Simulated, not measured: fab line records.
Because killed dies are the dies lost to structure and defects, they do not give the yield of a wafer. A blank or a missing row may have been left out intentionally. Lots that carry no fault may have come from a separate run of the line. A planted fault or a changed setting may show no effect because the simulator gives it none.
Split-lot study + flow n5-finfet + on a route of 1938 steps: 7 lots, 36 wafers read

## THE SPLIT
At N5_BEOL_M14_TRENCH_ETCH_34 (etches SiO2 in C4F8/O2/Ar, target depth 556.65 nm, time 126.9 s), the setting time-s was moved away from the recipe's 126.9 s on 15 of the 36 wafers read, by -54.2% to +37.0%. This setting was run at the recipe's value on the other wafers.

## FROM THE SPLIT TO THE READING: what the file shows between them, 10 steps
- N5_BEOL_M14_STRIP_70: strips in C4F8/O2/Ar
- N5_BEOL_M14_OCD_MEAS_35
- N5_BEOL_M14_STRIP_37: strips in O2
- N5_BEOL_M14_ETCH_38: etches SiCN in CF4/N2, target depth 106.5 nm, time 120.6 s
- N5_BEOL_M14_ECD_47: material Cu, target thk 1248 nm
- N5_BEOL_M14_ANNEAL_48: time 90 s
- N5_BEOL_M14_CMP_49: polishes, stops on SiO2, t overpolish 5.2 s, target thk 560 nm
- N5_BEOL_M14_THK_MEAS_50: measures by xrf
- N5_BEOL_M14_PRE_CLEAN_52: time 15 s
- N5_BEOL_M14_DEP_53: deposits SiCN from 3MS/NH3, target thk 50 nm, time 17.8 s

## THE READING
M14_RS (ohm/sq), read at N5_BEOL_M14_RS_MEAS_54 with a four-point probe. Typical for fault-free wafers on this fab line: 0.0332 ohm/sq, with standard deviation 0.0008 ohm/sq.

| wafer  | tool, chamber at the split | time-s as run, s | against the recipe | M14_RS, ohm/sq | against lot-mates on the recipe |
|--------|----------------------------|------------------|--------------------|----------------|---------------------------------|
| L076.1 | rie-diel-02, 1             | 126.9            | recipe             | 0.0340         | -                               |
| L076.2 | rie-diel-02, 0             | 91.15            | -28.2%             | 0.0504         | +0.0167                         |
| L076.3 | rie-diel-02, 3             | 126.9            | recipe             | 0.0332         | -                               |
| L076.4 | rie-diel-02, 3             | 91.15            | -28.2%             | 0.0465         | +0.0128                         |
| L076.5 | rie-diel-02, 1             | 126.9            | recipe             | 0.0339         | -                               |
| L076.6 | rie-diel-02, 0             | 91.15            | -28.2%             | 0.0504         | +0.0167                         |
| L074.2 | rie-diel-06, 3             | 126.9            | recipe             | 0.0336         | -                               |
| L074.3 | rie-diel-06, 2             | 126.9            | recipe             | 0.0334         | -                               |
| L074.5 | rie-diel-06, 1             | 126.9            | recipe             | 0.0349         | -                               |
| L077.1 | rie-diel-02, 0             | 58.12            | -54.2%             | 0.0786         | +0.0450                         |
| L077.2 | rie-diel-02, 3             | 58.12            | -54.2%             | 0.0729         | +0.0393                         |
| L077.3 | rie-diel-02, 2             | 126.9            | recipe             | 0.0320         | -                               |
| L077.4 | rie-diel-02, 1             | 126.9            | recipe             | 0.0336         | -                               |
| L077.5 | rie-diel-02, 3             | 58.12            | -54.2%             | 0.0730         | +0.0394                         |
| L077.6 | rie-diel-02, 0             | 126.9            | recipe             | 0.0351         | -                               |
| L078.1 | rie-diel-02, 2             | 126.9            | recipe             | 0.0320         | -                               |
| L078.4 | rie-diel-02, 1             | 126.9            | recipe             | 0.0335         | -                               |
| L078.5 | rie-diel-02, 3             | 126.9            | recipe             | 0.0326         | -                               |
| L081.1 | rie-diel-03, 0             | 126.9            | recipe             | 0.0331         | -                               |
| L081.2 | rie-diel-03, 2             | 91.94            | -27.5%             | 0.0468         | +0.0130                         |
| L081.3 | rie-diel-03, 3             | 126.9            | recipe             | 0.0341         | -                               |
| L081.4 | rie-diel-03, 1             | 91.94            | -27.5%             | 0.0454         | +0.0116                         |
| L081.5 | rie-diel-03, 3             | 126.9            | recipe             | 0.0342         | -                               |
| L081.6 | rie-diel-03, 2             | 91.94            | -27.5%             | 0.0469         | +0.0131                         |
| L092.1 | rie-diel-02, 0             | 126.9            | recipe             | 0.0335         | -                               |
| L092.2 | rie-diel-02, 1             | 173.8            | +37.0%             | 0.0239         | -0.0091                         |
| L092.3 | rie-diel-02, 3             | 173.8            | +37.0%             | 0.0236         | -0.0094                         |
| L092.4 | rie-diel-02, 2             | 126.9            | recipe             | 0.0320         | -                               |
| L092.5 | rie-diel-02, 3             | 173.8            | +37.0%             | 0.0239         | -0.0091                         |
| L092.6 | rie-diel-02, 0             | 126.9            | recipe             | 0.0334         | -                               |
| L095.1 | rie-diel-02, 2             | 73.35            | -42.2%             | 0.0565         | +0.0239                         |
| L095.2 | rie-diel-02, 1             | 73.35            | -42.2%             | 0.0579         | +0.0253                         |
| L095.3 | rie-diel-02, 0             | 126.9            | recipe             | 0.0333         | -                               |
| L095.4 | rie-diel-02, 3             | 73.35            | -42.2%             | 0.0570         | +0.0244                         |
| L095.5 | rie-diel-02, 3             | 126.9            | recipe             | 0.0325         | -                               |
| L095.6 | rie-diel-02, 2             | 126.9            | recipe             | 0.0321         | -                               |

THE FIT
A straight line over all 36 wafers: M14_RS changes by -0.000551 ohm/sq for each +1% of time-s; r = -0.95; the points scatter about the line by 0.0046 ohm/sq.
The same after taking each lot's own level away (the mean of its wafers on the recipe; 36 wafers): -0.000548 ohm/sq for each +1%; r = -0.94; scatter 0.0046 ohm/sq.
According to that fit, moving time-s by its largest amount changes the reading by 0.03 ohm/sq.
Measured against the standard deviation above, the lots' own levels, which go from 0.03263 to 0.03397 ohm/sq, span 1.7 times it.
Hence the lot-to-lot level has little effect on the slope; both slopes agree.
Check: with one of the wafers moved furthest among these (-54.2%) left out of the fit, the line predicts +0.0295 ohm/sq for it against its lot-mates. It came out at +0.045 ohm/sq against them.

## OTHER SPLITS APPLIED TO THESE WAFERS
Note: prior to the reading, these wafers also went through further splits. Each is held against what the fit with the lots' levels taken away leaves over:
| other split on the same wafers     | wafers away from the commonest value | r with M14_RS (lot level and that fit taken away) |
|------------------------------------|--------------------------------------|---------------------------------------------------|
| N5_BEOL_M6_ILD_DEP_00 target-thk-a | 17                                   | +0.05                                             |
| N5_BEOL_M11_ILD_DEP_00 time-s      | 4                                    | -0.02                                             |

## THE WHOLE CHAIN: every reading that the file lists as answering this split, in the file's order
| step                       | what it does                                                    | reading                                                                       | change (the file's fit)               | r (the file's) |
|----------------------------|-----------------------------------------------------------------|-------------------------------------------------------------------------------|---------------------------------------|----------------|
| N5_BEOL_M14_TRENCH_ETCH_34 | etches SiO2 in C4F8/O2/Ar, target depth 556.65 nm, time 126.9 s | etch.depth-nm (the simulator's own value, which no gauge read)                | +5.63 nm for each +1% of the setting  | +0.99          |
| N5_BEOL_M14_OCD_MEAS_35    |                                                                 | trench-depth-nm                                                               | +5.62 nm for each +1% of the setting  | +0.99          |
| N5_BEOL_M14_CMP_49         | polishes, stops on SiO2, t overpolish 5.2 s, target thk 560 nm  | Cu_of_BEOL_M14_ECD_47.thk-nm (the simulator's own value, which no gauge read) | +5.62 nm for each +1% of the setting  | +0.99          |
| N5_BEOL_M14_THK_MEAS_50    | measures by xrf                                                 | M14_THK                                                                       | +5.49 for each +1% of the setting     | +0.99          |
| N5_BEOL_M14_RS_MEAS_54     | measures by four-point-probe                                    | M14_RS                                                                        | -0.000575 for each +1% of the setting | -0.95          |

## FILE'S OWN FIT
M14_RS changes by -0.000575 ohm/sq for each +1% of time-s, r = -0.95.
